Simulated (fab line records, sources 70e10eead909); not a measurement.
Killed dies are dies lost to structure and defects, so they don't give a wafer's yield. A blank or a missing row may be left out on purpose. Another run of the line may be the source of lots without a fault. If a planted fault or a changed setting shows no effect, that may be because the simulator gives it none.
Which tool is to blame? || flow nand harc || 24 lots with 72 wafers sampled at 6 steps, on a route of 1302 steps

## WHAT THE GAUGES READ, wafer by wafer
NHARC_A_CONTACT_INSPECT_23. Usual: raw defect count reads 524 (standard deviation 130).
{"lot": "L074", "measured": "day 22 10:26", "on": "defect inspect-01", "raw defect count": "436 423 377", "flag": ""}
{"lot": "L075", "measured": "day 22 23:44", "on": "defect inspect-02", "raw defect count": "541 595 749", "flag": ""}
{"lot": "L076", "measured": "day 22 23:49", "on": "defect inspect-01", "raw defect count": "483 349 374", "flag": ""}
{"lot": "L077", "measured": "day 23 02:05", "on": "defect inspect-01", "raw defect count": "800 610 790", "flag": ""}
{"lot": "L078", "measured": "day 23 18:27", "on": "defect inspect-02", "raw defect count": "729 577 747", "flag": ""}
{"lot": "L079", "measured": "day 24 01:49", "on": "defect inspect-02", "raw defect count": "501 420 504", "flag": ""}
{"lot": "L080", "measured": "day 25 01:59", "on": "defect inspect-02", "raw defect count": "417 467 460", "flag": ""}
{"lot": "L081", "measured": "day 25 17:03", "on": "defect inspect-01", "raw defect count": "589 482 681", "flag": ""}
{"lot": "L083", "measured": "day 26 08:05", "on": "defect inspect-02", "raw defect count": "371 382 437", "flag": ""}
{"lot": "L082", "measured": "day 26 19:11", "on": "defect inspect-01", "raw defect count": "412 418 489", "flag": ""}
{"lot": "L084", "measured": "day 27 00:16", "on": "defect inspect-02", "raw defect count": "452 392 366", "flag": ""}
{"lot": "L085", "measured": "day 27 05:20", "on": "defect inspect-01", "raw defect count": "365 484 422", "flag": ""}
{"lot": "L086", "measured": "day 28 04:31", "on": "defect inspect-01", "raw defect count": "634 743 742", "flag": ""}
{"lot": "L087", "measured": "day 28 08:35", "on": "defect inspect-01", "raw defect count": "890 510 612", "flag": ""}
{"lot": "L088", "measured": "day 28 10:21", "on": "defect inspect-01", "raw defect count": "584 494 675", "flag": ""}
{"lot": "L091", "measured": "day 28 20:14", "on": "defect inspect-01", "raw defect count": "846 638 514", "flag": ""}
{"lot": "L089", "measured": "day 29 00:34", "on": "defect inspect-02", "raw defect count": "620 586 475", "flag": ""}
{"lot": "L090", "measured": "day 29 04:24", "on": "defect inspect-02", "raw defect count": "603 477 625", "flag": ""}
{"lot": "L092", "measured": "day 30 01:48", "on": "defect inspect-02", "raw defect count": "381 495 584", "flag": ""}
{"lot": "L094", "measured": "day 30 07:19", "on": "defect inspect-01", "raw defect count": "367 444 708", "flag": ""}
{"lot": "L093", "measured": "day 30 12:55", "on": "defect inspect-02", "raw defect count": "755 464 483", "flag": ""}
{"lot": "L095", "measured": "day 31 02:07", "on": "defect inspect-02", "raw defect count": "599 404 446", "flag": ""}
{"lot": "L097", "measured": "day 32 07:41", "on": "defect inspect-01", "raw defect count": "506 388 342", "flag": ""}
{"lot": "L096", "measured": "day 32 20:48", "on": "defect inspect-02", "raw defect count": "362 494 352", "flag": ""}

NHARC_A_M0_INSPECT_11. Usual: raw defect count reads 92 (standard deviation 31).
{"lot": "L074", "measured": "day 22 15:08", "on": "defect inspect-01", "raw defect count": "128 95 106", "flag": ""}
{"lot": "L075", "measured": "day 23 04:26", "on": "defect inspect-01", "raw defect count": "127 164 159", "flag": ""}
{"lot": "L076", "measured": "day 23 04:35", "on": "defect inspect-02", "raw defect count": "55 58 60", "flag": ""}
{"lot": "L077", "measured": "day 23 06:41", "on": "defect inspect-02", "raw defect count": "76 87 65", "flag": ""}
{"lot": "L078", "measured": "day 23 23:04", "on": "defect inspect-01", "raw defect count": "142 100 112", "flag": ""}
{"lot": "L079", "measured": "day 24 06:16", "on": "defect inspect-02", "raw defect count": "118 117 122", "flag": ""}
{"lot": "L080", "measured": "day 25 06:41", "on": "defect inspect-01", "raw defect count": "97 112 107", "flag": ""}
{"lot": "L081", "measured": "day 25 21:35", "on": "defect inspect-02", "raw defect count": "74 59 87", "flag": ""}
{"lot": "L083", "measured": "day 26 12:41", "on": "defect inspect-02", "raw defect count": "87 87 73", "flag": ""}
{"lot": "L082", "measured": "day 26 23:50", "on": "defect inspect-01", "raw defect count": "88 80 67", "flag": ""}
{"lot": "L084", "measured": "day 27 04:51", "on": "defect inspect-02", "raw defect count": "85 75 77", "flag": ""}
{"lot": "L085", "measured": "day 27 09:52", "on": "defect inspect-01", "raw defect count": "61 68 76", "flag": ""}
{"lot": "L086", "measured": "day 28 09:03", "on": "defect inspect-01", "raw defect count": "57 69 61", "flag": ""}
{"lot": "L087", "measured": "day 28 13:08", "on": "defect inspect-01", "raw defect count": "124 122 98", "flag": ""}
{"lot": "L088", "measured": "day 28 15:04", "on": "defect inspect-02", "raw defect count": "56 59 60", "flag": ""}
{"lot": "L091", "measured": "day 29 00:46", "on": "defect inspect-01", "raw defect count": "150 157 137", "flag": ""}
{"lot": "L089", "measured": "day 29 05:21", "on": "defect inspect-02", "raw defect count": "59 55 72", "flag": ""}
{"lot": "L090", "measured": "day 29 09:25", "on": "defect inspect-01", "raw defect count": "114 105 98", "flag": ""}
{"lot": "L092", "measured": "day 30 06:21", "on": "defect inspect-01", "raw defect count": "30 34 39", "flag": ""}
{"lot": "L094", "measured": "day 30 11:56", "on": "defect inspect-02", "raw defect count": "99 123 114", "flag": ""}
{"lot": "L093", "measured": "day 30 17:47", "on": "defect inspect-02", "raw defect count": "80 60 80", "flag": ""}
{"lot": "L095", "measured": "day 31 06:46", "on": "defect inspect-01", "raw defect count": "152 127 112", "flag": ""}
{"lot": "L097", "measured": "day 32 12:24", "on": "defect inspect-01", "raw defect count": "70 80 68", "flag": ""}
{"lot": "L096", "measured": "day 33 01:28", "on": "defect inspect-01", "raw defect count": "114 87 109", "flag": ""}

NHARC_A_M0_THK_MEAS_24: measures by xrf. Usual: thk nm reads 114.3 nm (standard deviation 1.4).
{"lot": "L074", "measured": "day 22 17:31", "on": "film metro-02", "thk nm (nm)": "112.6 112.5 114.6", "flag": ""}
{"lot": "L075", "measured": "day 23 06:59", "on": "film metro-02", "thk nm (nm)": "113.8 113.6 115.7", "flag": ""}
{"lot": "L076", "measured": "day 23 07:17", "on": "film metro-02", "thk nm (nm)": "114.7 113.0 113.4", "flag": ""}
{"lot": "L077", "measured": "day 23 09:20", "on": "film metro-02", "thk nm (nm)": "114.5 114.9 115.0", "flag": ""}
{"lot": "L078", "measured": "day 24 01:29", "on": "film metro-02", "thk nm (nm)": "117.0 116.0 114.2", "flag": ""}
{"lot": "L079", "measured": "day 24 08:54", "on": "film metro-01", "thk nm (nm)": "117.7 113.6 115.3", "flag": ""}
{"lot": "L080", "measured": "day 25 09:07", "on": "film metro-01", "thk nm (nm)": "115.1 114.8 114.7", "flag": ""}
{"lot": "L081", "measured": "day 26 00:01", "on": "film metro-02", "thk nm (nm)": "113.5 113.5 112.7", "flag": ""}
{"lot": "L083", "measured": "day 26 15:04", "on": "film metro-01", "thk nm (nm)": "115.0 117.5 111.6", "flag": ""}
{"lot": "L082", "measured": "day 27 02:14", "on": "film metro-02", "thk nm (nm)": "114.3 114.8 114.6", "flag": ""}
{"lot": "L084", "measured": "day 27 07:22", "on": "film metro-01", "thk nm (nm)": "115.4 114.6 114.4", "flag": ""}
{"lot": "L085", "measured": "day 27 12:25", "on": "film metro-02", "thk nm (nm)": "113.6 114.5 111.7", "flag": ""}
{"lot": "L086", "measured": "day 28 11:26", "on": "film metro-01", "thk nm (nm)": "114.6 115.2 113.6", "flag": ""}
{"lot": "L087", "measured": "day 28 15:31", "on": "film metro-02", "thk nm (nm)": "113.1 112.6 113.5", "flag": ""}
{"lot": "L088", "measured": "day 28 17:29", "on": "film metro-02", "thk nm (nm)": "113.8 114.8 112.1", "flag": ""}
{"lot": "L091", "measured": "day 29 03:13", "on": "film metro-02", "thk nm (nm)": "114.4 115.7 113.7", "flag": ""}
{"lot": "L089", "measured": "day 29 07:47", "on": "film metro-02", "thk nm (nm)": "113.9 113.4 114.4", "flag": ""}
{"lot": "L090", "measured": "day 29 11:48", "on": "film metro-01", "thk nm (nm)": "117.8 114.4 114.0", "flag": ""}
{"lot": "L092", "measured": "day 30 08:44", "on": "film metro-02", "thk nm (nm)": "116.3 113.6 115.1", "flag": ""}
{"lot": "L094", "measured": "day 30 18:55", "on": "film metro-02", "thk nm (nm)": "115.5 114.4 113.3", "flag": ""}
{"lot": "L093", "measured": "day 30 20:44", "on": "film metro-01", "thk nm (nm)": "113.0 112.6 116.0", "flag": ""}
{"lot": "L095", "measured": "day 31 09:10", "on": "film metro-01", "thk nm (nm)": "115.6 113.8 112.2", "flag": ""}
{"lot": "L097", "measured": "day 32 14:49", "on": "film metro-02", "thk nm (nm)": "113.6 115.8 113.2", "flag": ""}
{"lot": "L096", "measured": "day 33 03:56", "on": "film metro-01", "thk nm (nm)": "114.2 113.6 113.6", "flag": ""}

NHARC_A_M0_INSPECT_27. Usual: raw defect count reads 522 (standard deviation 100).
{"lot": "L074", "measured": "day 22 17:40", "on": "defect inspect-02", "raw defect count": "471 586 478", "flag": ""}
{"lot": "L075", "measured": "day 23 07:08", "on": "defect inspect-01", "raw defect count": "623 637 575", "flag": ""}
{"lot": "L076", "measured": "day 23 07:26", "on": "defect inspect-02", "raw defect count": "524 403 375", "flag": ""}
{"lot": "L077", "measured": "day 23 09:29", "on": "defect inspect-02", "raw defect count": "775 550 518", "flag": ""}
{"lot": "L078", "measured": "day 24 01:38", "on": "defect inspect-01", "raw defect count": "532 512 543", "flag": ""}
{"lot": "L079", "measured": "day 24 09:04", "on": "defect inspect-02", "raw defect count": "455 361 409", "flag": ""}
{"lot": "L080", "measured": "day 25 09:16", "on": "defect inspect-02", "raw defect count": "460 482 483", "flag": ""}
{"lot": "L081", "measured": "day 26 00:11", "on": "defect inspect-01", "raw defect count": "656 460 583", "flag": ""}
{"lot": "L083", "measured": "day 26 15:14", "on": "defect inspect-02", "raw defect count": "452 544 434", "flag": ""}
{"lot": "L082", "measured": "day 27 02:24", "on": "defect inspect-02", "raw defect count": "398 514 311", "flag": ""}
{"lot": "L084", "measured": "day 27 07:31", "on": "defect inspect-01", "raw defect count": "686 555 480", "flag": ""}
{"lot": "L085", "measured": "day 27 12:34", "on": "defect inspect-02", "raw defect count": "494 558 474", "flag": ""}
{"lot": "L086", "measured": "day 28 11:35", "on": "defect inspect-01", "raw defect count": "474 472 460", "flag": ""}
{"lot": "L087", "measured": "day 28 15:40", "on": "defect inspect-01", "raw defect count": "494 644 551", "flag": ""}
{"lot": "L088", "measured": "day 28 17:38", "on": "defect inspect-01", "raw defect count": "643 430 535", "flag": ""}
{"lot": "L091", "measured": "day 29 03:22", "on": "defect inspect-01", "raw defect count": "596 562 680", "flag": ""}
{"lot": "L089", "measured": "day 29 07:56", "on": "defect inspect-02", "raw defect count": "420 584 382", "flag": ""}
{"lot": "L090", "measured": "day 29 11:57", "on": "defect inspect-02", "raw defect count": "673 639 532", "flag": ""}
{"lot": "L092", "measured": "day 30 08:53", "on": "defect inspect-02", "raw defect count": "603 388 445", "flag": ""}
{"lot": "L094", "measured": "day 30 19:05", "on": "defect inspect-01", "raw defect count": "430 601 533", "flag": ""}
{"lot": "L093", "measured": "day 30 20:53", "on": "defect inspect-02", "raw defect count": "654 506 435", "flag": ""}
{"lot": "L095", "measured": "day 31 09:19", "on": "defect inspect-01", "raw defect count": "562 746 656", "flag": ""}
{"lot": "L097", "measured": "day 32 14:58", "on": "defect inspect-01", "raw defect count": "404 519 474", "flag": ""}
{"lot": "L096", "measured": "day 33 04:05", "on": "defect inspect-02", "raw defect count": "484 566 545", "flag": ""}

## WHICH TOOL RAN EACH LOT (tool, then ch and the chambers of the sampled wafers, then the start)
{"lot": "L074", "NHARC_A_CONTACT_ETCH_92": "rie diel-04 ch 0,1,2, day 22 07:49", "NHARC_A_M0_CMP_23": "cmp-02 ch 1,2,3, day 22 17:15"}
{"lot": "L075", "NHARC_A_CONTACT_ETCH_92": "rie diel-07 ch 1,2,3, day 22 20:49", "NHARC_A_M0_CMP_23": "cmp-04 ch 0,1,3, day 23 06:40"}
{"lot": "L076", "NHARC_A_CONTACT_ETCH_92": "rie diel-11 ch 1,2, day 22 21:11", "NHARC_A_M0_CMP_23": "cmp-02 ch 0,1,3, day 23 06:58"}
{"lot": "L077", "NHARC_A_CONTACT_ETCH_92": "rie diel-04 ch 1,2,3, day 22 23:25", "NHARC_A_M0_CMP_23": "cmp-01 ch 0,1,3, day 23 09:05"}
{"lot": "L078", "NHARC_A_CONTACT_ETCH_92": "rie diel-11 ch 2,3, day 23 15:47", "NHARC_A_M0_CMP_23": "cmp-04 ch 0,2, day 24 01:10"}
{"lot": "L079", "NHARC_A_CONTACT_ETCH_92": "rie diel-07 ch 1,2, day 23 22:59", "NHARC_A_M0_CMP_23": "cmp-02 ch 0,1, day 24 08:37"}
{"lot": "L080", "NHARC_A_CONTACT_ETCH_92": "rie diel-07 ch 1,2, day 24 22:37", "NHARC_A_M0_CMP_23": "cmp-01 ch 1,2,3, day 25 08:51"}
{"lot": "L081", "NHARC_A_CONTACT_ETCH_92": "rie diel-07 ch 0,3, day 25 14:25", "NHARC_A_M0_CMP_23": "cmp-02 ch 0,1, day 25 23:42"}
{"lot": "L083", "NHARC_A_CONTACT_ETCH_92": "rie diel-11 ch 1,2,3, day 26 05:27", "NHARC_A_M0_CMP_23": "cmp-01 ch 0,2,3, day 26 14:49"}
{"lot": "L082", "NHARC_A_CONTACT_ETCH_92": "rie diel-07 ch 0,1,3, day 26 16:33", "NHARC_A_M0_CMP_23": "cmp-01 ch 0,1,3, day 27 01:55"}
{"lot": "L084", "NHARC_A_CONTACT_ETCH_92": "rie diel-07 ch 0,2,3, day 26 21:38", "NHARC_A_M0_CMP_23": "cmp-01 ch 0,1,3, day 27 07:04"}
{"lot": "L085", "NHARC_A_CONTACT_ETCH_92": "rie diel-07 ch 1,2,3, day 27 02:41", "NHARC_A_M0_CMP_23": "cmp-02 ch 0,3, day 27 12:06"}
{"lot": "L086", "NHARC_A_CONTACT_ETCH_92": "rie diel-11 ch 1,2,3, day 28 01:46", "NHARC_A_M0_CMP_23": "cmp-02 ch 0,1,2, day 28 11:10"}
{"lot": "L087", "NHARC_A_CONTACT_ETCH_92": "rie diel-04 ch 0,2,3, day 28 05:43", "NHARC_A_M0_CMP_23": "cmp-02 ch 1,2,3, day 28 15:15"}
{"lot": "L088", "NHARC_A_CONTACT_ETCH_92": "rie diel-11 ch 1,2, day 28 07:35", "NHARC_A_M0_CMP_23": "cmp-01 ch 0,3, day 28 17:11"}
{"lot": "L091", "NHARC_A_CONTACT_ETCH_92": "rie diel-04 ch 0,2,3, day 28 17:29", "NHARC_A_M0_CMP_23": "cmp-02 ch 0,1,2, day 29 02:55"}
{"lot": "L089", "NHARC_A_CONTACT_ETCH_92": "rie diel-04 ch 0,3, day 28 21:49", "NHARC_A_M0_CMP_23": "cmp-02 ch 0,1, day 29 07:28"}
{"lot": "L090", "NHARC_A_CONTACT_ETCH_92": "rie diel-07 ch 1,2,3, day 29 01:34", "NHARC_A_M0_CMP_23": "cmp-01 ch 0,2, day 29 11:28"}
{"lot": "L092", "NHARC_A_CONTACT_ETCH_92": "rie diel-07 ch 0,3, day 29 22:22", "NHARC_A_M0_CMP_23": "cmp-02 ch 0,2,3, day 30 08:30"}
{"lot": "L094", "NHARC_A_CONTACT_ETCH_92": "rie diel-04 ch 0,1,3, day 30 03:50", "NHARC_A_M0_CMP_23": "cmp-04 ch 1,2,3, day 30 18:37"}
{"lot": "L093", "NHARC_A_CONTACT_ETCH_92": "rie diel-11 ch 0,1,3, day 30 10:13", "NHARC_A_M0_CMP_23": "cmp-01 ch 0,2,3, day 30 20:25"}
{"lot": "L095", "NHARC_A_CONTACT_ETCH_92": "rie diel-07 ch 1,2, day 30 23:26", "NHARC_A_M0_CMP_23": "cmp-01 ch 0,2,3, day 31 08:56"}
{"lot": "L097", "NHARC_A_CONTACT_ETCH_92": "rie diel-07 ch 1,2,3, day 32 05:03", "NHARC_A_M0_CMP_23": "cmp-01 ch 0,1, day 32 14:30"}
{"lot": "L096", "NHARC_A_CONTACT_ETCH_92": "rie diel-07 ch 0,1,2, day 32 18:10", "NHARC_A_M0_CMP_23": "cmp-04 ch 0,1,3, day 33 03:37"}
- NHARC_A_CONTACT_ETCH_92: etches the open film in CH3F/O2, target depth 40 nm, time 85.7 s.
- NHARC_A_M0_CMP_23: polishes, t overpolish 20 s, target thk 113.75 nm.

## AS READ BY THE TOOLS THEMSELVES (means over the sampled wafers that have a number; for cases with no such wafer, the mark the record gives instead)
NHARC_A_CONTACT_ETCH_92. Usual: drypump motor current A 5.9 A, standard deviation 0.33; oes product au 0.938 a.u., standard deviation 0.02; rf vpp V 245.1 V, standard deviation 1.5; showerhead plenum p Torr 2.51 Torr, standard deviation 0.1; throttle valve pct 20.661 %, standard deviation 0.0091.
{"lot": "L074", "tool": "rie diel-04", "drypump motor current A (A)": 5.4, "oes product au (a.u.)": 0.918, "rf vpp V (V)": 243.3, "showerhead plenum p Torr (Torr)": 2.46, "throttle valve pct (%)": 20.656, "flag": ""}
{"lot": "L075", "tool": "rie diel-07", "drypump motor current A (A)": 6.1, "oes product au (a.u.)": 0.934, "rf vpp V (V)": 245.7, "showerhead plenum p Torr (Torr)": 2.57, "throttle valve pct (%)": 20.663, "flag": ""}
{"lot": "L076", "tool": "rie diel-11", "drypump motor current A (A)": 5.7, "oes product au (a.u.)": 0.926, "rf vpp V (V)": 244.3, "showerhead plenum p Torr (Torr)": 2.45, "throttle valve pct (%)": 20.662, "flag": ""}
{"lot": "L077", "tool": "rie diel-04", "drypump motor current A (A)": 5.8, "oes product au (a.u.)": 0.993, "rf vpp V (V)": 244.4, "showerhead plenum p Torr (Torr)": 2.50, "throttle valve pct (%)": 20.651, "flag": ""}
{"lot": "L078", "tool": "rie diel-11", "drypump motor current A (A)": 5.7, "oes product au (a.u.)": 0.929, "rf vpp V (V)": 245.7, "showerhead plenum p Torr (Torr)": 2.53, "throttle valve pct (%)": 20.660, "flag": ""}
{"lot": "L079", "tool": "rie diel-07", "drypump motor current A (A)": 6.0, "oes product au (a.u.)": 0.940, "rf vpp V (V)": 246.4, "showerhead plenum p Torr (Torr)": 2.61, "throttle valve pct (%)": 20.654, "flag": ""}
{"lot": "L080", "tool": "rie diel-07", "drypump motor current A (A)": 6.0, "oes product au (a.u.)": 0.942, "rf vpp V (V)": 246.7, "showerhead plenum p Torr (Torr)": 2.61, "throttle valve pct (%)": 20.654, "flag": ""}
{"lot": "L081", "tool": "rie diel-07", "drypump motor current A (A)": 6.2, "oes product au (a.u.)": 0.944, "rf vpp V (V)": 245.3, "showerhead plenum p Torr (Torr)": 2.54, "throttle valve pct (%)": 20.663, "flag": ""}
{"lot": "L083", "tool": "rie diel-11", "drypump motor current A (A)": 5.7, "oes product au (a.u.)": 0.932, "rf vpp V (V)": 245.4, "showerhead plenum p Torr (Torr)": 2.48, "throttle valve pct (%)": 20.668, "flag": ""}
{"lot": "L082", "tool": "rie diel-07", "drypump motor current A (A)": 6.1, "oes product au (a.u.)": 0.932, "rf vpp V (V)": 244.9, "showerhead plenum p Torr (Torr)": 2.54, "throttle valve pct (%)": 20.663, "flag": ""}
{"lot": "L084", "tool": "rie diel-07", "drypump motor current A (A)": 6.2, "oes product au (a.u.)": 0.946, "rf vpp V (V)": 245.2, "showerhead plenum p Torr (Torr)": 2.57, "throttle valve pct (%)": 20.667, "flag": ""}
{"lot": "L085", "tool": "rie diel-07", "drypump motor current A (A)": 6.1, "oes product au (a.u.)": 0.941, "rf vpp V (V)": 246.1, "showerhead plenum p Torr (Torr)": 2.57, "throttle valve pct (%)": 20.654, "flag": ""}
{"lot": "L086", "tool": "rie diel-11", "drypump motor current A (A)": 5.8, "oes product au (a.u.)": 0.924, "rf vpp V (V)": 245.5, "showerhead plenum p Torr (Torr)": 2.60, "throttle valve pct (%)": 20.654, "flag": ""}
{"lot": "L087", "tool": "rie diel-04", "drypump motor current A (A)": 5.7, "oes product au (a.u.)": 0.997, "rf vpp V (V)": 244.3, "showerhead plenum p Torr (Torr)": 2.38, "throttle valve pct (%)": 20.662, "flag": ""}
{"lot": "L088", "tool": "rie diel-11", "drypump motor current A (A)": 5.6, "oes product au (a.u.)": 0.922, "rf vpp V (V)": 246.4, "showerhead plenum p Torr (Torr)": 2.61, "throttle valve pct (%)": 20.662, "flag": ""}
{"lot": "L091", "tool": "rie diel-04", "drypump motor current A (A)": 5.7, "oes product au (a.u.)": 0.939, "rf vpp V (V)": 243.4, "showerhead plenum p Torr (Torr)": 2.38, "throttle valve pct (%)": 20.661, "flag": ""}
{"lot": "L089", "tool": "rie diel-04", "drypump motor current A (A)": 5.5, "oes product au (a.u.)": 0.935, "rf vpp V (V)": 242.7, "showerhead plenum p Torr (Torr)": 2.34, "throttle valve pct (%)": 20.658, "flag": ""}
{"lot": "L090", "tool": "rie diel-07", "drypump motor current A (A)": 6.1, "oes product au (a.u.)": 0.931, "rf vpp V (V)": 245.6, "showerhead plenum p Torr (Torr)": 2.56, "throttle valve pct (%)": 20.659, "flag": ""}
{"lot": "L092", "tool": "rie diel-07", "drypump motor current A (A)": 6.2, "oes product au (a.u.)": 0.933, "rf vpp V (V)": 244.6, "showerhead plenum p Torr (Torr)": 2.53, "throttle valve pct (%)": 20.660, "flag": ""}
{"lot": "L094", "tool": "rie diel-04", "drypump motor current A (A)": 5.6, "oes product au (a.u.)": 0.928, "rf vpp V (V)": 243.4, "showerhead plenum p Torr (Torr)": 2.43, "throttle valve pct (%)": 20.661, "flag": ""}
{"lot": "L093", "tool": "rie diel-11", "drypump motor current A (A)": 6.0, "oes product au (a.u.)": 0.924, "rf vpp V (V)": 245.2, "showerhead plenum p Torr (Torr)": 2.51, "throttle valve pct (%)": 20.664, "flag": ""}
{"lot": "L095", "tool": "rie diel-07", "drypump motor current A (A)": 6.0, "oes product au (a.u.)": 0.937, "rf vpp V (V)": 246.9, "showerhead plenum p Torr (Torr)": 2.60, "throttle valve pct (%)": 20.663, "flag": ""}
{"lot": "L097", "tool": "rie diel-07", "drypump motor current A (A)": 6.1, "oes product au (a.u.)": 0.929, "rf vpp V (V)": 245.8, "showerhead plenum p Torr (Torr)": 2.56, "throttle valve pct (%)": 20.668, "flag": ""}
{"lot": "L096", "tool": "rie diel-07", "drypump motor current A (A)": 6.0, "oes product au (a.u.)": 0.925, "rf vpp V (V)": 245.7, "showerhead plenum p Torr (Torr)": 2.57, "throttle valve pct (%)": 20.653, "flag": ""}

NHARC_A_M0_CMP_23. Usual: motor current A 11.9 A, standard deviation 1.2; slurry flow ml min 150.0, standard deviation 0.43; time to endpoint s 29.3 s, standard deviation 2.3.
{"lot": "L074", "tool": "cmp-02", "motor current A (A)": 11.9, "slurry flow ml min": 150.3, "time to endpoint s (s)": 28.7, "flag": ""}
{"lot": "L075", "tool": "cmp-04", "motor current A (A)": 11.1, "slurry flow ml min": 149.8, "time to endpoint s (s)": 30.6, "flag": ""}
{"lot": "L076", "tool": "cmp-02", "motor current A (A)": 11.3, "slurry flow ml min": 149.9, "time to endpoint s (s)": 26.6, "flag": ""}
{"lot": "L077", "tool": "cmp-01", "motor current A (A)": 12.4, "slurry flow ml min": 149.6, "time to endpoint s (s)": 27.4, "flag": ""}
{"lot": "L078", "tool": "cmp-04", "motor current A (A)": 13.2, "slurry flow ml min": 150.5, "time to endpoint s (s)": 30.7, "flag": ""}
{"lot": "L079", "tool": "cmp-02", "motor current A (A)": 10.8, "slurry flow ml min": 149.8, "time to endpoint s (s)": 32.0, "flag": ""}
{"lot": "L080", "tool": "cmp-01", "motor current A (A)": 12.5, "slurry flow ml min": 149.7, "time to endpoint s (s)": 30.5, "flag": ""}
{"lot": "L081", "tool": "cmp-02", "motor current A (A)": 10.9, "slurry flow ml min": 150.3, "time to endpoint s (s)": 29.8, "flag": ""}
{"lot": "L083", "tool": "cmp-01", "motor current A (A)": 12.4, "slurry flow ml min": 149.8, "time to endpoint s (s)": 30.0, "flag": ""}
{"lot": "L082", "tool": "cmp-01", "motor current A (A)": 12.2, "slurry flow ml min": 149.8, "time to endpoint s (s)": 28.4, "flag": ""}
{"lot": "L084", "tool": "cmp-01", "motor current A (A)": 12.3, "slurry flow ml min": 149.9, "time to endpoint s (s)": 28.2, "flag": ""}
{"lot": "L085", "tool": "cmp-02", "motor current A (A)": 11.6, "slurry flow ml min": 150.2, "time to endpoint s (s)": 28.9, "flag": ""}
{"lot": "L086", "tool": "cmp-02", "motor current A (A)": 11.3, "slurry flow ml min": 150.0, "time to endpoint s (s)": 29.5, "flag": ""}
{"lot": "L087", "tool": "cmp-02", "motor current A (A)": 11.9, "slurry flow ml min": 150.3, "time to endpoint s (s)": 29.4, "flag": ""}
{"lot": "L088", "tool": "cmp-01", "motor current A (A)": 12.5, "slurry flow ml min": 150.1, "time to endpoint s (s)": 29.2, "flag": ""}
{"lot": "L091", "tool": "cmp-02", "motor current A (A)": 11.6, "slurry flow ml min": 150.1, "time to endpoint s (s)": 30.2, "flag": ""}
{"lot": "L089", "tool": "cmp-02", "motor current A (A)": 10.8, "slurry flow ml min": 150.3, "time to endpoint s (s)": 28.6, "flag": ""}
{"lot": "L090", "tool": "cmp-01", "motor current A (A)": 13.2, "slurry flow ml min": 149.9, "time to endpoint s (s)": 30.3, "flag": ""}
{"lot": "L092", "tool": "cmp-02", "motor current A (A)": 11.9, "slurry flow ml min": 149.5, "time to endpoint s (s)": 29.5, "flag": ""}
{"lot": "L094", "tool": "cmp-04", "motor current A (A)": 12.2, "slurry flow ml min": 149.7, "time to endpoint s (s)": 26.7, "flag": ""}
{"lot": "L093", "tool": "cmp-01", "motor current A (A)": 12.2, "slurry flow ml min": 150.1, "time to endpoint s (s)": 29.8, "flag": ""}
{"lot": "L095", "tool": "cmp-01", "motor current A (A)": 12.2, "slurry flow ml min": 150.4, "time to endpoint s (s)": 28.5, "flag": ""}
{"lot": "L097", "tool": "cmp-01", "motor current A (A)": 13.0, "slurry flow ml min": 150.3, "time to endpoint s (s)": 25.8, "flag": ""}
{"lot": "L096", "tool": "cmp-04", "motor current A (A)": 10.9, "slurry flow ml min": 149.7, "time to endpoint s (s)": 29.1, "flag": ""}

## THE ANSWER, worked out from the rows above alone
Rule: take the mean of a lot's wafers that have a number; if it is more than 3 standard deviations from the usual mean, the lot is off. Also off: a lot with no number at a reading for which 4 or more lots have one. Any other lot the step has rows for is counted as sound. First the gauges in route order, then the tools' own readings, where a lot's mean is used as printed above. At the first step where some lot is off, the reading lying furthest off is the one used; lots without a number count as furthest.
None of the lots is off at any reading shown; this tells nothing.

## WHAT THE SIMULATOR PUT IN
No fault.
